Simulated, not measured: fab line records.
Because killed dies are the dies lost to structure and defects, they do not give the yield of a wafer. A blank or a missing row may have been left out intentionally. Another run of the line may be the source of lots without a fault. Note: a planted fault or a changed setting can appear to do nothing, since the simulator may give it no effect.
fab line records	flow n5_finfet
[record] lots = 7	wafers = 21
route steps=1938 shown BEOL_M0_SAQP@686 BEOL_M0_CUTY@711 BEOL_M0@715 BEOL_M1@753 BEOL_M2@858 BEOL_M4@1028 BEOL_M5@1123
start_h: hours from the record's opening day to when the first of the lot's shown wafers began	wait_h: how many hours have passed since the lot's step before this one	" repeats the value in the row above	L1.1+2: several wafers, shown together as one row	- either no value or no given start	* or withheld: withheld	< > ~ a bound
route shown NAME@n: NAME is a module with steps in the file, n the number in the route of the first one	usual: mean and standard deviation over wafers with no fault	same: alike in all rows	chamber/n: place in a boat	sites: each site's reading	_std_site: the values' standard deviation	_edge_site: mean of outer sites minus mean of inner sites	radius_mm: for every site, how far away it sits from the centre of the wafer	mask NAME#n: copy n	behind: the most recent tool/chamber to have shaped the wafer	hold: reason for holding the lot/hours on hold/outcome of the hold	device: the transistor (n, p or np) that didn't switch	end of line: at the end of the route, the tests of the same wafers	step lacking rows: just its recipe	killed: dies that structure and defects cost at the first sort, which is not the same as the wafer's yield	map: a wafer's dies, x killed, . not, _ none there
set.NAME: the setting as run; set.NAME@STEP: as run at that earlier step	model.NAME: the simulator's own value behind a step, which no gauge read
lots whose settings were changed on purpose; a table a step, a row a wafer
[[steps]]
[step N5_BEOL_M0_SAQP_EXPOSE_37]
[recipe] mask_id = M0_CUT1	na = 0.33	source_shape = annular	sigma_inner = 0.35	sigma_outer = 0.8	polarization = unpolarized	target_cd_nm = 30	dose_mj = 44.75
lot.wafer	tool	chamber	start_h	wait_h	mask	set.dose_mj
L076.2+3+6	euv_scanner-01	0	120.04	-	M0_CUT1#0	44.75
L086.1+6	euv_scanner-02	0	187.85	-	M0_CUT1#0	46.9
L086.5	"	0	"	"	M0_CUT1#0	44.75
L087.1+2+4	euv_scanner-02	0	191.46	-	M0_CUT1#0	44.75
L088.1	euv_scanner-02	0	201.12	-	M0_CUT1#0	44.75
L088.5+6	"	0	"	"	M0_CUT1#0	47.64
L089.1	euv_scanner-01	0	203.37	-	M0_CUT1#0	46.4
L089.2+3	"	0	"	"	M0_CUT1#0	44.75
L094.1+3+6	euv_scanner-02	0	230.88	-	M0_CUT1#0	44.75
L095.2+3+4	euv_scanner-01	0	241.01	-	M0_CUT1#0	44.75
[step N5_BEOL_M0_SAQP_PEB_38]
[recipe] peb_temp_c = 100	peb_time_s = 60	resist = CAR-EUV
[step N5_BEOL_M0_SAQP_DEVELOP_39]
[recipe] develop_time_s = 30	developer = TMAH	resist = CAR-EUV	rinse_liquid = surfactant_rinse	dry = air_spin	dev_temp_c = 23
[step N5_BEOL_M0_CUTY_DESCUM_61]
[recipe] chemistry = O2	time_s = 7.9	source_power_w = 50	bias_power_w = 20	pressure_mtorr = 20	rf_frequency_hz = 2.712e+07	temp_c = 40	resist = CAR-ArF-block	o2_flow_sccm = 225
[step N5_BEOL_M0_CUTY_ETCH_62]
[recipe] chemistry = CF4	target = SiARC	mask_material = CAR-ArF-block	time_s = 58.5	ion_energy_ev = 80	pressure_mtorr = 40	source_w = 545	bias_w = 36	Ar_flow_sccm = 100	cf4_flow_sccm = 100	ends = cleared
[step N5_BEOL_M0_CUTY_ETCH_63]
[recipe] chemistry = N2/H2	target = SOC	target_depth_a = 827	overetch_a = 165	mask_material = SiARC	temp_c = 40	ion_energy_ev = 200	time_s = 124	pressure_mtorr = 30	source_w = 840	bias_w = 150	n2_flow_sccm = 200	h2_flow_sccm = 200
lot.wafer	tool	chamber	start_h	wait_h	set.target_thk_a@BEOL_M0_SAQP_SPACER2_ALD_26	model.SiO2_of_BEOL_M0_SAQP_SPACER2_ALD_26.thk_nm
L076.2+3+6	rie_diel-04	0,2,1	121.96	0.0	150	7.2
L086.1	rie_diel-02	0	190.09	0.0	135.2	5.6
L086.5	"	3	"	"	135.2	5.8
L086.6	"	0	"	"	150	7
L087.1+2+4	rie_diel-04	1,0,2	193.49	0.0	150	7.2
L088.1+5	rie_diel-04	2,1	202.80	0.0	150	7.2
L088.6	"	2	"	"	150	7
L089.1+2	rie_diel-04	2,1	205.43	0.0	139.3	6.2
L089.3	"	3	"	"	150	7
L094.1	rie_diel-02	1	233.63	0.0	150	7.2
L094.3+6	"	3,2	"	"	150	7.4
L095.2	rie_diel-01	3	242.73	0.0	150	7.4
L095.3	"	1	"	"	150	7.2
L095.4	"	2	"	"	150	7
[step N5_BEOL_M0_CUTY_STRIP_64]
[recipe] chemistry = N2/H2	temp_c = 40	n2_flow_sccm = 200	h2_flow_sccm = 200	rf_frequency_hz = 6e+07
[step N5_BEOL_M0_ETCH_138]
[recipe] chemistry = CH3F/O2	target_depth_a = 120	target = SiCN	time_s = 31.6	ion_energy_ev = 120	pressure_mtorr = 30	source_w = 395	bias_w = 75	Ar_flow_sccm = 150	CH3F_flow_sccm = 30	O2_flow_sccm = 20	ends = cleared
[step N5_BEOL_M0_HM_OPEN_105]
[recipe] chemistry = Cl2/BCl3	target_depth_a = 120	target = TiN	ion_energy_ev = 150	pressure_mtorr = 10	icp_w = 1000	bias_w = 126	Cl2_flow_sccm = 53.25	bcl3_flow_sccm = 21.75	Ar_flow_sccm = 25
lot.wafer	tool	chamber	start_h	wait_h	set.target_thk_a@BEOL_M0_SAQP_SPACER2_ALD_26	model.SiO2_of_BEOL_M0_SAQP_SPACER2_ALD_26.thk_nm
L076.2	rie_metal-02	0	123.68	1.6	150	3
L076.3+6	"	0	"	"	150	2.8
L086.1	rie_metal-02	1	191.22	1.0	135.2	1.6
L086.5	"	1	"	"	135.2	1.8
L086.6	"	0	"	"	150	2.6
L087.1+2+4	rie_metal-01	0	193.72	0.1	150	2.8
L088.1+5	rie_metal-03	1	205.41	2.4	150	2.8
L088.6	"	0	"	"	150	2.6
L089.1+2	rie_metal-02	1,0	205.66	0.1	139.3	2
L089.3	"	1	"	"	150	2.6
L094.1	rie_metal-01	1	235.52	1.7	150	2.8
L094.3+6	"	0	"	"	150	3
L095.2	rie_metal-02	0	243.52	0.6	150	3.2
L095.3+4	"	1,0	"	"	150	2.8
[step N5_BEOL_M1_PECVD_72]
[recipe] material = SiO2	target_thk_a = 160	temp_c = 400	precursor = TEOS/O2	pressure_torr = 5.5	rf_w = 450	teos_flow_sccm = 53.8	gas = O2	flow_sccm = 3000	time_s = 18
lot.wafer	tool	chamber	start_h	wait_h	set.temp_c	model.SiO2_of_BEOL_M1_PECVD_72.thk_nm
L076.2	pecvd-04	1	127.27	0.0	400	16.2
L076.3	"	2	"	"	410.2	14.8
L076.6	"	1	"	"	410.2	15.4
L086.1	pecvd-03	2	198.38	0.0	416.1	14.2
L086.5+6	"	2,0	"	"	400	16.2
L087.1+2	pecvd-04	1,2	198.84	0.0	394.2	16.4
L087.4	"	2	"	"	400	16.2
L088.1	pecvd-04	0	209.04	0.0	392.9	16.8
L088.5	"	1	"	"	400	15.6
L088.6	"	0	"	"	392.9	17
L089.1	pecvd-04	0	209.54	0.0	412.3	15
L089.2	"	1	"	"	400	15.6
L089.3	"	0	"	"	412.3	15.2
L094.1+6	pecvd-02	0	241.13	0.0	400	16.2
L094.3	"	2	"	"	400	15.8
L095.2	pecvd-02	0	248.40	0.0	386.4	17
L095.3	"	2	"	"	400	15.6
L095.4	"	0	"	"	400	16
[step N5_BEOL_M1_COAT_05]
[recipe] resist = CAR-EUV	spin_rpm = 1500	resist_thk_nm = 30
lot.wafer	tool	chamber	start_h	wait_h	set.spin_rpm	model.CAR-EUV_of_BEOL_M1_COAT_05.thk_nm
L076.2+3	litho_track-04	0	-	-	1407	31
L076.6	"	0	"	"	1500	30
L086.1+5	litho_track-03	0	-	-	1500	30
L086.6	"	0	"	"	1500	30.2
L087.1	litho_track-04	0	-	-	1623	28.8
L087.2	"	0	"	"	1500	30
L087.4	"	0	"	"	1623	29
L088.1	litho_track-03	0	-	-	1543	29.6
L088.5+6	"	0	"	"	1500	29.8
L089.1+2+3	litho_track-04	0	-	-	1500	30
L094.1+3	litho_track-05	0	-	-	1500	30
L094.6	"	0	"	"	1500	30.2
L095.2+3+4	litho_track-05	0	-	-	1500	30
[step N5_BEOL_M1_EBR_07]
[recipe] solvent = PGMEA	ebr_width_mm = 1.5
[step N5_BEOL_M1_SOFTBAKE_06]
[recipe] temp_c = 110	time_s = 60	resist = CAR-EUV
[step N5_BEOL_M1_EXPOSE_08]
[recipe] mask_id = M1	na = 0.33	source_shape = dipole	sigma_inner = 0.369	sigma_outer = 0.767	polarization = unpolarized	dose_mj = 33
[step N5_BEOL_M1_PEB_09]
[recipe] peb_temp_c = 100	peb_time_s = 60	resist = CAR-EUV
[step N5_BEOL_M1_DEVELOP_10]
[recipe] develop_time_s = 30	developer = TMAH	resist = CAR-EUV	rinse_liquid = surfactant_rinse	dry = air_spin	dev_temp_c = 23
lot.wafer	tool	chamber	start_h	wait_h	set.spin_rpm@BEOL_M1_COAT_05	model.CAR-EUV_of_BEOL_M1_COAT_05.thk_nm
L076.2+3	litho_track-04	0	-	-	1407	30.6
L076.6	"	0	"	"	1500	29.6
L086.1+5+6	litho_track-04	0	-	-	1500	29.6
L087.1+4	litho_track-03	0	-	-	1623	28.4
L087.2	"	0	"	"	1500	29.6
L088.1	litho_track-03	0	-	-	1543	29
L088.5+6	"	0	"	"	1500	29.4
L089.1+2+3	litho_track-03	0	-	-	1500	29.4
L094.1+3+6	litho_track-05	0	-	-	1500	29.6
L095.2+4	litho_track-03	0	-	-	1500	29.6
L095.3	"	0	"	"	1500	29.4
[step N5_BEOL_M1_DESCUM_16]
[recipe] chemistry = O2	time_s = 7	source_power_w = 50	bias_power_w = 20	pressure_mtorr = 20	rf_frequency_hz = 2.712e+07	temp_c = 40	resist = CAR-EUV	o2_flow_sccm = 225
lot.wafer	tool	chamber	start_h	wait_h	set.spin_rpm@BEOL_M1_COAT_05	model.CAR-EUV_of_BEOL_M1_COAT_05.thk_nm
L076.2	rie_diel-03	2	130.31	0.0	1407	27.2
L076.3	"	3	"	"	1407	27
L076.6	"	3	"	"	1500	26
L086.1	rie_diel-06	3	199.75	0.2	1500	26
L086.5+6	"	0,3	"	"	1500	26.2
L087.1	rie_diel-06	1	199.97	0.1	1623	24.8
L087.2	"	0	"	"	1500	26.2
L087.4	"	3	"	"	1623	25
L088.1	rie_diel-06	1	209.91	0.2	1543	25.6
L088.5+6	"	1,3	"	"	1500	25.8
L089.1+2+3	rie_diel-06	3,0,2	211.85	0.0	1500	26
L094.1+3	rie_diel-05	1,2	243.31	0.0	1500	26.2
L094.6	"	3	"	"	1500	26
L095.2+3	rie_diel-06	3,1	251.50	1.2	1500	26
L095.4	"	0	"	"	1500	26.2
[step N5_BEOL_M1_ETCH_74]
[recipe] chemistry = N2/H2	target = underlayer	target_depth_a = 65	mask_material = CAR-EUV	time_s = 5.2	ion_energy_ev = 200	pressure_mtorr = 30	source_w = 840	bias_w = 150	n2_flow_sccm = 200	h2_flow_sccm = 200	ends = cleared
[step N5_BEOL_M1_ETCH_63]
[recipe] chemistry = CF4	target = SiARC	target_depth_a = 156	mask_material = CAR-EUV	time_s = 26	ion_energy_ev = 80	pressure_mtorr = 40	source_w = 545	bias_w = 36	Ar_flow_sccm = 100	cf4_flow_sccm = 100	ends = cleared
[step N5_BEOL_M1_STRIP_97]
[recipe] chemistry = N2/H2	time_s = 10	power_w = 450	temp_c = 40	pressure_mtorr = 20	rf_frequency_hz = 6e+07	bias_power_w = 7	n2_flow_sccm = 200	h2_flow_sccm = 200
[step N5_BEOL_M1_HM_STRIP_39]
[recipe] chemistry = peroxide_tin_strip	material = TiN	target_depth_a = 250	temp_c = 50	time_s = 158
lot.wafer	tool	chamber	start_h	wait_h	set.temp_c@BEOL_M1_PECVD_72	model.SiO2_of_BEOL_M1_PECVD_72.thk_nm
L076.2	wet_bench-05	7	132.51	0.0	400	16.2
L076.3	"	4	"	"	410.2	14.6
L076.6	"	0	"	"	410.2	15.2
L086.1	wet_bench-05	7	205.95	0.0	416.1	14
L086.5	"	2	"	"	400	16
L086.6	"	4	"	"	400	16.2
L087.1	wet_bench-02	5	207.76	0.0	394.2	16.2
L087.2	"	6	"	"	394.2	16.4
L087.4	"	3	"	"	400	16
L088.1	wet_bench-03	7	214.31	0.0	392.9	16.8
L088.5	"	0	"	"	400	15.6
L088.6	"	5	"	"	392.9	17
L089.1	wet_bench-05	2	214.57	0.0	412.3	14.8
L089.2	"	4	"	"	400	15.4
L089.3	"	1	"	"	412.3	15.2
L094.1+6	wet_bench-03	0,1	247.46	0.0	400	16
L094.3	"	6	"	"	400	15.6
L095.2	wet_bench-03	5	255.48	0.0	386.4	16.8
L095.3	"	2	"	"	400	15.4
L095.4	"	4	"	"	400	15.8
[step N5_BEOL_M2_ETCH_74]
[recipe] chemistry = N2/H2	target = underlayer	target_depth_a = 65	mask_material = CAR-EUV	time_s = 5.2	ion_energy_ev = 200	pressure_mtorr = 30	source_w = 840	bias_w = 150	n2_flow_sccm = 200	h2_flow_sccm = 200	ends = cleared
[usual] rf_vpp_V = 524.5/2.3
lot.wafer	tool	chamber	start_h	wait_h	set.source_w	rf_vpp_V
L076.2	rie_diel-02	1	138.53	0.0	840	524.1
L076.3	"	0	"	"	840	522.3
L076.6	"	1	"	"	722.9	549.8
L086.1	rie_diel-02	3	212.33	0.0	840	524.2
L086.5	"	0	"	"	765.1	538.6
L086.6	"	1	"	"	840	523.1
L087.1	rie_diel-04	1	213.51	0.0	840	528.0
L087.2	"	2	"	"	840	522.7
L087.4	"	0	"	"	840	523.6
L088.1	rie_diel-01	1	219.57	0.0	840	525.5
L088.5	"	0	"	"	840	523.2
L088.6	"	1	"	"	892.6	515.9
L089.1	rie_diel-02	0	221.86	0.0	840	520.6
L089.2	"	1	"	"	840	521.1
L089.3	"	3	"	"	840	523.1
L094.1	rie_diel-04	1	253.95	0.0	840	529.3
L094.3	"	3	"	"	840	525.8
L094.6	"	2	"	"	840	527.0
L095.2	rie_diel-04	0	260.57	0.0	840	522.1
L095.3	"	1	"	"	840	528.9
L095.4	"	3	"	"	840	524.2
[step N5_BEOL_M4_COAT_05]
[recipe] resist = CAR-EUV	spin_rpm = 1500	resist_thk_nm = 30
lot.wafer	tool	chamber	start_h	wait_h	set.spin_rpm	model.CAR-EUV_of_BEOL_M4_COAT_05.thk_nm
L076.2+3	litho_track-01	0	-	-	1439	30.6
L076.6	"	0	"	"	1500	30
L086.1+5	litho_track-05	0	-	-	1592	29.2
L086.6	"	0	"	"	1500	30
L087.1	litho_track-01	0	-	-	1500	30
L087.2+4	"	0	"	"	1596	29
L088.1+5	litho_track-05	0	-	-	1648	28.6
L088.6	"	0	"	"	1500	30
L089.1	litho_track-05	0	-	-	1500	30.2
L089.2	"	0	"	"	1562	29.4
L089.3	"	0	"	"	1500	30
L094.1+3+6	litho_track-05	0	-	-	1500	29.8
L095.2	litho_track-05	0	-	-	1500	30.2
L095.3	"	0	"	"	1580	29.2
L095.4	"	0	"	"	1500	30
[step N5_BEOL_M4_EBR_07]
[recipe] solvent = PGMEA	ebr_width_mm = 1.5
[step N5_BEOL_M4_SOFTBAKE_06]
[recipe] temp_c = 110	time_s = 60	resist = CAR-EUV
[step N5_BEOL_M4_EXPOSE_08]
[recipe] mask_id = M4	na = 0.33	source_shape = dipole	sigma_inner = 0.369	sigma_outer = 0.767	polarization = unpolarized	dose_mj = 41.25
[step N5_BEOL_M4_PEB_09]
[recipe] peb_temp_c = 100	peb_time_s = 60	resist = CAR-EUV
[step N5_BEOL_M4_DEVELOP_10]
[recipe] develop_time_s = 30	developer = TMAH	resist = CAR-EUV	rinse_liquid = surfactant_rinse	dry = air_spin	dev_temp_c = 23
lot.wafer	tool	chamber	start_h	wait_h	set.spin_rpm@BEOL_M4_COAT_05	model.CAR-EUV_of_BEOL_M4_COAT_05.thk_nm
L076.2+3	litho_track-05	0	-	-	1439	30.2
L076.6	"	0	"	"	1500	29.6
L086.1	litho_track-03	0	-	-	1592	28.6
L086.5	"	0	"	"	1592	28.8
L086.6	"	0	"	"	1500	29.6
L087.1	litho_track-01	0	-	-	1500	29.4
L087.2+4	"	0	"	"	1596	28.6
L088.1+5	litho_track-05	0	-	-	1648	28.2
L088.6	"	0	"	"	1500	29.6
L089.1+3	litho_track-01	0	-	-	1500	29.6
L089.2	"	0	"	"	1562	29
L094.1+3+6	litho_track-05	0	-	-	1500	29.4
L095.2+4	litho_track-03	0	-	-	1500	29.6
L095.3	"	0	"	"	1580	28.8
[step N5_BEOL_M5_EXPOSE_08]
[recipe] mask_id = M5	na = 0.33	source_shape = annular	sigma_inner = 0.4	sigma_outer = 0.8	polarization = unpolarized	target_cd_nm = 28	dose_mj = 35.75
lot.wafer	tool	chamber	start_h	wait_h	mask	set.dose_mj
L076.2+3+6	euv_scanner-01	0	172.11	-	M5#0	34.24
L086.1	euv_scanner-02	0	250.28	-	M5#0	34.86
L086.5+6	"	0	"	"	M5#0	35.75
L087.1	euv_scanner-01	0	259.21	-	M5#0	36.89
L087.2+4	"	0	"	"	M5#0	35.75
L088.1+5+6	euv_scanner-02	0	259.40	-	M5#0	35.75
L089.1+2+3	euv_scanner-01	0	276.64	-	M5#0	35.75
L094.1+3+6	euv_scanner-01	0	288.84	-	M5#0	35.75
L095.2+3	euv_scanner-01	0	291.70	-	M5#0	35.75
L095.4	"	0	"	"	M5#0	38.25
[step N5_BEOL_M5_PEB_09]
[recipe] peb_temp_c = 100	peb_time_s = 60	resist = CAR-EUV
[step N5_BEOL_M5_DEVELOP_10]
[recipe] develop_time_s = 30	developer = TMAH	resist = CAR-EUV	rinse_liquid = surfactant_rinse	dry = air_spin	dev_temp_c = 23
[step N5_BEOL_M5_CD_MEAS_11]
[recipe] target_cd_nm = 27.74	landing_energy_ev = 500	detector = se_inlens
[usual] cd_nm = 28.07/0.28
lot.wafer	tool	chamber	start_h	wait_h	set.dose_mj@BEOL_M5_EXPOSE_08	cd_nm
L076.2	cd_sem-01	0	172.23	-	34.24	26.92
L076.3	"	0	"	"	34.24	26.68
L076.6	"	0	"	"	34.24	26.68
L086.1	cd_sem-03	0	250.41	-	34.86	27.45
L086.5	"	0	"	"	35.75	27.89
L086.6	"	0	"	"	35.75	28.21
L087.1	cd_sem-03	0	259.34	-	36.89	29.13
L087.2	"	0	"	"	35.75	28.42
L087.4	"	0	"	"	35.75	27.95
L088.1	cd_sem-03	0	259.53	-	35.75	28.43
L088.5	"	0	"	"	35.75	27.90
L088.6	"	0	"	"	35.75	28.05
L089.1	cd_sem-01	0	276.77	-	35.75	27.96
L089.2	"	0	"	"	35.75	27.87
L089.3	"	0	"	"	35.75	28.40
L094.1	cd_sem-01	0	288.97	-	35.75	28.35
L094.3	"	0	"	"	35.75	28.65
L094.6	"	0	"	"	35.75	28.20
L095.2	cd_sem-02	0	291.82	-	35.75	28.13
L095.3	"	0	"	"	35.75	27.78
L095.4	"	0	"	"	38.25	30.39
[step N5_BEOL_M5_DESCUM_16]
[recipe] chemistry = O2	time_s = 7	source_power_w = 50	bias_power_w = 20	pressure_mtorr = 20	rf_frequency_hz = 2.712e+07	temp_c = 40	resist = CAR-EUV	o2_flow_sccm = 225
lot.wafer	tool	chamber	start_h	wait_h	set.dose_mj@BEOL_M5_EXPOSE_08	model.BEOL_M5.cd_nm
L076.2+3	rie_diel-06	0,2	172.35	0.0	34.24	26.8
L076.6	"	1	"	"	34.24	26.6
L086.1	rie_diel-05	0	251.61	1.1	34.86	27.4
L086.5	"	1	"	"	35.75	28
L086.6	"	2	"	"	35.75	28.4
L087.1	rie_diel-03	3	259.46	0.0	36.89	29
L087.2+4	"	1	"	"	35.75	28
L088.1	rie_diel-05	0	259.65	0.0	35.75	28
L088.5	"	1	"	"	35.75	28.2
L088.6	"	0	"	"	35.75	27.8
L089.1	rie_diel-06	1	276.89	0.0	35.75	28.6
L089.2	"	0	"	"	35.75	28
L089.3	"	3	"	"	35.75	28.2
L094.1+3+6	rie_diel-06	0,2,0	289.52	0.5	35.75	28.4
L095.2	rie_diel-05	3	291.95	0.0	35.75	28.2
L095.3	"	0	"	"	35.75	27.8
L095.4	"	3	"	"	38.25	30
[step N5_BEOL_M5_ETCH_72]
[recipe] chemistry = N2/H2	target = underlayer	target_depth_a = 65	mask_material = CAR-EUV	time_s = 5.2	ion_energy_ev = 200	pressure_mtorr = 30	source_w = 840	bias_w = 150	n2_flow_sccm = 200	h2_flow_sccm = 200	ends = cleared
lot.wafer	tool	chamber	start_h	wait_h	set.dose_mj@BEOL_M5_EXPOSE_08	model.BEOL_M5.cd_nm
L076.2	rie_diel-06	0	172.39	0.0	34.24	27
L076.3	"	2	"	"	34.24	26.8
L076.6	"	1	"	"	34.24	26.6
L086.1	rie_diel-05	0	251.65	0.0	34.86	27.2
L086.5	"	1	"	"	35.75	28.2
L086.6	"	2	"	"	35.75	28.4
L087.1	rie_diel-03	3	259.50	0.0	36.89	29.2
L087.2	"	1	"	"	35.75	28
L087.4	"	1	"	"	35.75	28.2
L088.1	rie_diel-05	0	259.68	0.0	35.75	28
L088.5	"	1	"	"	35.75	28.4
L088.6	"	0	"	"	35.75	27.8
L089.1	rie_diel-06	1	276.93	0.0	35.75	28.8
L089.2+3	"	0,3	"	"	35.75	28.2
L094.1+6	rie_diel-06	0	289.56	0.0	35.75	28.4
L094.3	"	2	"	"	35.75	28.6
L095.2	rie_diel-05	3	291.98	0.0	35.75	28.2
L095.3	"	0	"	"	35.75	27.8
L095.4	"	3	"	"	38.25	30
[step N5_BEOL_M5_ETCH_61]
[recipe] chemistry = CF4	target = SiARC	target_depth_a = 156	mask_material = CAR-EUV	time_s = 26	ion_energy_ev = 80	pressure_mtorr = 40	source_w = 545	bias_w = 36	Ar_flow_sccm = 100	cf4_flow_sccm = 100	ends = cleared
lot.wafer	tool	chamber	start_h	wait_h	set.dose_mj@BEOL_M5_EXPOSE_08	model.BEOL_M5.cd_nm
L076.2	rie_diel-06	0	172.40	0.0	34.24	27
L076.3+6	"	2,1	"	"	34.24	26.6
L086.1	rie_diel-05	0	251.66	0.0	34.86	27.2
L086.5+6	"	1,2	"	"	35.75	28.2
L087.1	rie_diel-03	3	259.52	0.0	36.89	29
L087.2+4	"	1	"	"	35.75	28.2
L088.1	rie_diel-05	0	259.70	0.0	35.75	28
L088.5	"	1	"	"	35.75	28.4
L088.6	"	0	"	"	35.75	27.6
L089.1	rie_diel-06	1	276.95	0.0	35.75	28.8
L089.2	"	0	"	"	35.75	28.4
L089.3	"	3	"	"	35.75	28
L094.1+3	rie_diel-06	0,2	289.58	0.0	35.75	28.4
L094.6	"	0	"	"	35.75	28.6
L095.2	rie_diel-05	3	292.00	0.0	35.75	28.4
L095.3	"	0	"	"	35.75	27.8
L095.4	"	3	"	"	38.25	30.2
[[key]]
[split] step = N5_BEOL_M0_SAQP_EXPOSE_37	setting = dose_mj	stated = 44.75	by = wafer
response none clear
[split] step = N5_BEOL_M1_PECVD_72	setting = temp_c	stated = 400	by = wafer
[response] step = N5_BEOL_M1_PECVD_72	reading = model.SiO2_of_BEOL_M1_PECVD_72.thk_nm	change = -0.389	per = 1%	r = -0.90
[response] step = N5_BEOL_M1_HM_STRIP_39	reading = model.SiO2_of_BEOL_M1_PECVD_72.thk_nm	change = -0.405	per = 1%	r = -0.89
[split] step = N5_BEOL_M1_COAT_05	setting = spin_rpm	stated = 1500	by = wafer
[response] step = N5_BEOL_M1_COAT_05	reading = model.CAR-EUV_of_BEOL_M1_COAT_05.thk_nm	change = -0.139	per = 1%	r = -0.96
[response] step = N5_BEOL_M1_DEVELOP_10	reading = model.CAR-EUV_of_BEOL_M1_COAT_05.thk_nm	change = -0.151	per = 1%	r = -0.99
[response] step = N5_BEOL_M1_DESCUM_16	reading = model.CAR-EUV_of_BEOL_M1_COAT_05.thk_nm	change = -0.159	per = 1%	r = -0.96
[split] step = N5_BEOL_M2_ETCH_74	setting = source_w	stated = 840	by = wafer
[response] step = N5_BEOL_M2_ETCH_74	reading = rf_vpp_V	change = -1.78	per = 1%	r = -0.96
[split] step = N5_BEOL_M4_COAT_05	setting = spin_rpm	stated = 1500	by = wafer
[response] step = N5_BEOL_M4_COAT_05	reading = model.CAR-EUV_of_BEOL_M4_COAT_05.thk_nm	change = -0.148	per = 1%	r = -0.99
[response] step = N5_BEOL_M4_DEVELOP_10	reading = model.CAR-EUV_of_BEOL_M4_COAT_05.thk_nm	change = -0.141	per = 1%	r = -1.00
[split] step = N5_BEOL_M5_EXPOSE_08	setting = dose_mj	stated = 35.75	by = wafer
[response] step = N5_BEOL_M5_CD_MEAS_11	reading = cd_nm	change = +0.33	per = 1%	r = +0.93
[response] step = N5_BEOL_M5_DESCUM_16	reading = model.BEOL_M5.cd_nm	change = +0.294	per = 1%	r = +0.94
[response] step = N5_BEOL_M5_ETCH_72	reading = model.BEOL_M5.cd_nm	change = +0.31	per = 1%	r = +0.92
[response] step = N5_BEOL_M5_ETCH_61	reading = model.BEOL_M5.cd_nm	change = +0.302	per = 1%	r = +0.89
split outside_this_file step=N5_BEOL_M0_SAQP_SPACER2_ALD_26 setting=target_thk_a
// split outside_this_file: this setting was split too, and the file shows its column; the key of that split is in another file
